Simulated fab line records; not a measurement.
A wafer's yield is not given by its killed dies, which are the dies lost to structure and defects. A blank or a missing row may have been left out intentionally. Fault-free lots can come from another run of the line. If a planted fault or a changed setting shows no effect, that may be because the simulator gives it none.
A lot that was struck, set against a sound lot	flow nand harc	15 steps out of a route of 1302
Sound: the wafers L675.3, L675.4, L675.6. Wafers L684.1, L684.3, L684.4 were the ones struck. At the end, the cause is stated.
At each step with rows: each side's tool, then ch and its chambers, then its first start. Under that, the readings that differ: sound wafers	struck wafers	difference of the means	sigmas: that difference in standard deviations of wafers without a fault.
alike: words and numbers the same on both sides, and readings whose means are apart by under 2 such deviations; not compared: readings that were withheld, readings missing a value for some wafer, numbers with overlapping values and no deviation given by the record, and bounds like >300 which may hide the same value.
A row with sigmas, a row that says differs or no value, or rows on one side alone: a step with any of these is where the two part. Non-overlapping numbers with no deviation appear without sigmas and do not part them. A reading that every wafer of one side lacks parts them only if that side has two wafers or more.

first, 6 steps without rows for these wafers: NHARC_P_ZERO_WELL_COAT_31; NHARC_P_ZERO_WELL_SOFTBAKE_32 (time 95 s); NHARC_P_ZERO_WELL_EBR_33; NHARC_P_ZERO_WELL_EXPOSE_34 (exposes mask P PWELL, target cd 720 nm); NHARC_P_ZERO_WELL_PEB_35 (peb time 85 s); NHARC_P_ZERO_WELL_DEVELOP_36 (time 70 s).
NHARC_P_ZERO_WELL_CD_MEAS_37: the cd target is 720 nm.
  sound on cd sem-01 ch 0, day 2 10:08; struck on cd sem-02 ch 0, day 6 04:14
  alike: cd nm
then, 1 step without rows for these wafers: NHARC_P_ZERO_WELL_HARDBAKE_38 (time 80 s).
NHARC_P_ZERO_WELL_DESCUM_39: chemistry O2, time 3 s.
  sound on rie diel-05 ch 0,2, day 2 10:22; struck on rie diel-11 ch 1,2,3, day 6 04:25
  alike: drypump motor current A, oes product au, rf vpp V, showerhead plenum p Torr, throttle valve pct
  not compared: rf hours counter h
then, 3 steps without rows for these wafers: NHARC_P_ZERO_WELL_IMPLANT_40; NHARC_P_ZERO_WELL_IMPLANT_59; NHARC_P_ZERO_WELL_IMPLANT_60.
NHARC_P_ZERO_WELL_STRIP_41: strips in SPM, time 840 s.
  sound on wet bench-05 ch 0,5,6, day 2 11:06; struck on wet bench-02 ch 1,2,6, day 6 05:08
  no value came back on the struck wafers for bath guard temp C (C), bath heat duty pct (%); on the sound wafers bath guard temp C (C) reads 129.7 130.0 131.0
then, 1 step without rows for these wafers: NHARC_P_ZERO_WELL_DEHYDRATE_44 (time 120 s).
-- record jumps: 22 days between struck wafers' starts before vs after; left off in module P_ZERO_WELL, resumes in module END, first step shown is number 1302 of the route --
NHARC_END_SORT_01:
  sound on prober-01 ch 0, day 24 22:06; struck on prober-01 ch 0, day 28 13:32
reading	sound	struck	difference	sigmas
hold	- - -	await dispo/6.6h/scrap await dispo/6.6h/scrap await dispo/6.6h/scrap	no value on the sound wafers	
killed at array	26 48 27	69 67 95	+43	+3
killed at periphery	9 4 4	608 610 582	+594	+99 or more
killed dies	38 53 31	677 677 677	+636	+37
  alike: killed at other, killed open, killed short

WHERE THEY PART
Last at NHARC_END_SORT_01 as far as this record goes, first at NHARC_P_ZERO_WELL_STRIP_41.

WHY: the cause the simulator had injected
Whole step skipped at NHARC_P_ZERO_WELL_STRIP_41 on wet bench-02, starting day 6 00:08. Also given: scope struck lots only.
